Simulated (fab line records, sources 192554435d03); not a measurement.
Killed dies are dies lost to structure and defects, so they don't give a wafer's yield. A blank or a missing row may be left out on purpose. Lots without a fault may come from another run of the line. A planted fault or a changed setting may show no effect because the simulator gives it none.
Chamber matching | flow n5_finfet | N5_BEOL_M7_CURE_75 on uv_cure-01: 3 sister chambers
The step cures SiCOH lowk, time 120 s. 3 wafers are shown with their chamber, then 12 later ones without.

WAFERS WITH THEIR CHAMBER
wafer  | chamber | wafer_temp_C_max
L089.6 | 0       | 371.2
L093.4 | 1       | 371.3
L094.6 | 2       | 371.9

WAFERS WITHOUT THEIR CHAMBER
wafer  | wafer_temp_C_max
L094.2 | 372.6
L094.4 | 371.6
L094.5 | 372.1
L095.1 | 371.1
L095.3 | 371.2
L095.6 | 371.7
L096.1 | 371.1
L096.3 | 371.3
L096.5 | 371.5
L096.2 | 371.3
L096.4 | 371.6
L096.6 | 371.2

WHICH CHAMBER EACH WENT THROUGH
wafer  | from the rows above          | in truth
L094.2 | 2                            | 2
L094.4 | can't be placed: 2 or 1 or 0 | 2
L094.5 | 2                            | 2
L095.1 | can't be placed: 0 or 1      | 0
L095.3 | can't be placed: 0 or 1      | 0
L095.6 | can't be placed: 2 or 1 or 0 | 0
L096.1 | can't be placed: 0 or 1      | 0
L096.3 | can't be placed: 1 or 0      | 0
L096.5 | can't be placed: 1 or 0 or 2 | 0
L096.2 | can't be placed: 1 or 0      | 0
L096.4 | can't be placed: 2 or 1 or 0 | 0
L096.6 | can't be placed: 0 or 1      | 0
Placed correctly: 2 of 12. Can't be placed from these rows: 10 (the true chamber is among the candidates in 10). Placed wrongly: 0.
How it was worked out, from the rows above alone: a wafer's distance from a chamber is the root of the sum, over the readings, of the square of ((its reading less the chamber's mean) divided by the reading's scatter). The wafer belongs to the nearest chamber; if the next one is less than 2 further off, it can't be placed. A chamber's mean is the mean of its shown wafers. The scatter: with one shown wafer a chamber, the root of the mean of the squares of how far each hidden wafer lies from its nearest shown one.
